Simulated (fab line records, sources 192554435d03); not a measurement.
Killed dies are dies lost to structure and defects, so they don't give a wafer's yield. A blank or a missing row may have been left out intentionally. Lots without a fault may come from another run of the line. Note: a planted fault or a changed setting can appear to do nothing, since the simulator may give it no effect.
A lot that was struck, set against a sound lot | flow n5-finfet | 27 out of 1938 route steps
Sound: the wafers L158.2, L158.4, L158.6. Struck: wafer L164.5. (L164.6 of the same lot was not struck and is left out.) The cause comes at the end.
Order at every step that has rows: each side's tool, ch and its chambers, its first start. Under that, the readings that differ: sound wafers | struck wafers | difference of the means | sigmas: that difference in standard deviations of wafers without a fault.
alike: readings with means less than 2 such deviations apart, plus words and numbers identical on both sides. not compared: withheld readings, readings lacking a value on some wafer, bounds such as >300 that could conceal the same value, and numbers that have no deviation in the record and whose values overlap.
The two part at a step that has a row with sigmas, a row that says differs or no value, or rows on one side only. Numbers that have no deviation but don't overlap get no sigmas and don't part them. A reading missing from all wafers of one side parts the sides only when that side holds two or more wafers.

first, 3 steps without rows for these wafers: N5_DUMMY_REMOVAL_PRECLEAN_04 (cleans in DHF, time 37 s); N5_DUMMY_REMOVAL_SRD_05 (time 30 s); N5_HKMG_FIN_IL_REGROW_00 (material SiO2, chemistry O3, target thk 0.75 nm, time 30 s).
N5_HKMG_FIN_HK_ALD_01: deposits HfO2, target thk 1.6 nm, pulse time 3 s, purge time 3 s.
  sound on ald-hk-03 ch 1,3, day 5 12:16; struck on ald-hk-03 ch 1, day 7 02:10
  alike: precursor-pulse-height-rel
then, 1 step without rows for these wafers: N5_HKMG_FIN_HK_ANNEAL_02 (time 30 s).
N5_HKMG_FIN_ALD_74: deposits La2O3, target thk 0.5 nm, pulse time 6 s, co reactant pulse time 1 s.
  sound on ald-hk-02 ch 1,2, day 5 12:40; struck on ald-hk-02 ch 0, day 7 02:44
  alike: heater-power-w, precursor-pulse-height-rel
N5_HKMG_FIN_ALD_75: deposits Al2O3, target thk 1 nm, co reactant pulse time 1 s.
  sound on ald-hk-02 ch 1,2, day 5 12:44; struck on ald-hk-02 ch 0, day 7 02:49
  alike: heater-power-w, precursor-pulse-height-rel
then, 5 steps without rows for these wafers: N5_HKMG_FIN_COAT_41 (time 60 s, resist thk 300 nm); N5_HKMG_FIN_COAT_42 (time 60 s, resist thk 35 nm); N5_HKMG_FIN_COAT_43 (resist thk 90 nm); N5_HKMG_FIN_EBR_45; N5_HKMG_FIN_SOFTBAKE_44 (time 60 s).
N5_HKMG_FIN_EXPOSE_46: exposes mask NDIPOLE.
  sound on arfi-scanner-03 ch 0, day 5 13:05; struck on arfi-scanner-01 ch 0, day 7 03:08
  alike: mask
then, 2 steps without rows for these wafers: N5_HKMG_FIN_PEB_47 (peb time 60 s); N5_HKMG_FIN_DEVELOP_48 (develop time 30 s).
N5_HKMG_FIN_CD_MEAS_49: the cd target is 202 nm.
  sound on cd-sem-01 ch 0, day 5 13:13; struck on cd-sem-03 ch 0, day 7 03:15
  reading    | sound             | struck | difference | sigmas
  cd-nm (nm) | 202.2 202.7 203.3 | 221.7  | +19.0      | +31
N5_HKMG_FIN_OVL_MEAS_50:
  sound on overlay-01 ch 0, day 5 13:14; struck on overlay-01 ch 0, day 7 03:16
  reading          | sound          | struck | difference | sigmas
  NDIPOLE_OVL (nm) | -0.7 -0.5 -0.8 | 0.7    | +1.4       | +2
N5_HKMG_FIN_INSPECT_61: inspects for defects (macro).
  struck on defect-inspect-02, day 7 03:18; sound on defect-inspect-02, day 5 13:16
  alike: raw-defect-count
then, 1 step without rows for these wafers: N5_HKMG_FIN_DESCUM_53 (chemistry O2, time 7.9 s).
N5_HKMG_FIN_ETCH_54: etches SiARC in CF4, target depth 45.5 nm, time 75.8 s.
  sound on rie-diel-06 ch 0,2,3, day 5 13:20; struck on rie-diel-02 ch 3, day 7 03:23
  reading                          | sound     | struck | difference | sigmas
  model.HKMG_FIN.cd-offset-nm (nm) | 0 0.8 1.4 | 19.2   | +18.5      |
  alike: drypump-motor-current-A, etch-rf-on-time-s, oes-product-au, rf-vpp-V, showerhead-plenum-p-Torr, throttle-valve-pct
  not compared: rf-hours-counter-h
N5_HKMG_FIN_ETCH_55: etches SOC in N2/H2, target depth 240 nm, time 300 s.
  sound on rie-diel-06 ch 0,2,3, day 5 13:23; struck on rie-diel-02 ch 3, day 7 03:31
  alike: drypump-motor-current-A, oes-product-au, rf-vpp-V, showerhead-plenum-p-Torr, throttle-valve-pct
  not compared: rf-hours-counter-h
then, 2 steps without rows for these wafers: N5_HKMG_FIN_STRIP_56 (strips in N2/H2); N5_HKMG_FIN_STRIP_57 (strips in CF4).
N5_HKMG_FIN_ETCH_58: etches SOC in N2/H2, target depth 215.8 nm, time 741 s.
  sound on rie-diel-06 ch 0,2,3, day 5 13:35; struck on rie-diel-02 ch 3, day 7 03:50
  reading                          | sound           | struck | difference | sigmas
  rf-vpp-V (V)                     | 99.1 98.9 100.1 | 96.6   | -2.8       | -3
  model.HKMG_FIN.cd-offset-nm (nm) | -0.6 1 1.6      | 19     | +18        |
  alike: drypump-motor-current-A, oes-product-au, showerhead-plenum-p-Torr, throttle-valve-pct
  not compared: rf-hours-counter-h
N5_HKMG_FIN_STRIP_93: strips SOC in N2/H2, time 20 s.
  sound on rie-diel-06 ch 0,2,3, day 5 14:01; struck on rie-diel-02 ch 3, day 7 04:05
  alike: bias-power-w, drypump-motor-current-A, oes-product-au, rf-vpp-V, showerhead-plenum-p-Torr, throttle-valve-pct
  not compared: rf-hours-counter-h
-- here the record skips 4 days between the struck wafers' starts before and after, leaving off in module HKMG_FIN and picking up in module BEOL_M4 (first step shown: number 1111 of the route) --
N5_BEOL_M4_RC_MEAS_101:
  sound on prober-01 ch 0, day 9 10:13; struck on prober-02 ch 0, day 11 06:06
  alike: DIBL_N, DIBL_P, IOFF_N, IOFF_P, ION_N, ION_P, SS_N, SS_P, VT_N, VT_P
-- record jumps: 4 days separate the struck wafers' starts on either side; left off in module BEOL_M4, taken up again in module PASSIVATION, whose first shown step is the route's number 1936 --
N5_PASSIVATION_PROBE_49:
  only the struck wafers here have rows in the record (prober-02, day 15 13:35); the sound ones have none

== WHERE THEY PART ==
Last at N5_PASSIVATION_PROBE_49 as far as this record goes, first at N5_HKMG_FIN_CD_MEAS_49.

WHY: the cause the simulator had injected
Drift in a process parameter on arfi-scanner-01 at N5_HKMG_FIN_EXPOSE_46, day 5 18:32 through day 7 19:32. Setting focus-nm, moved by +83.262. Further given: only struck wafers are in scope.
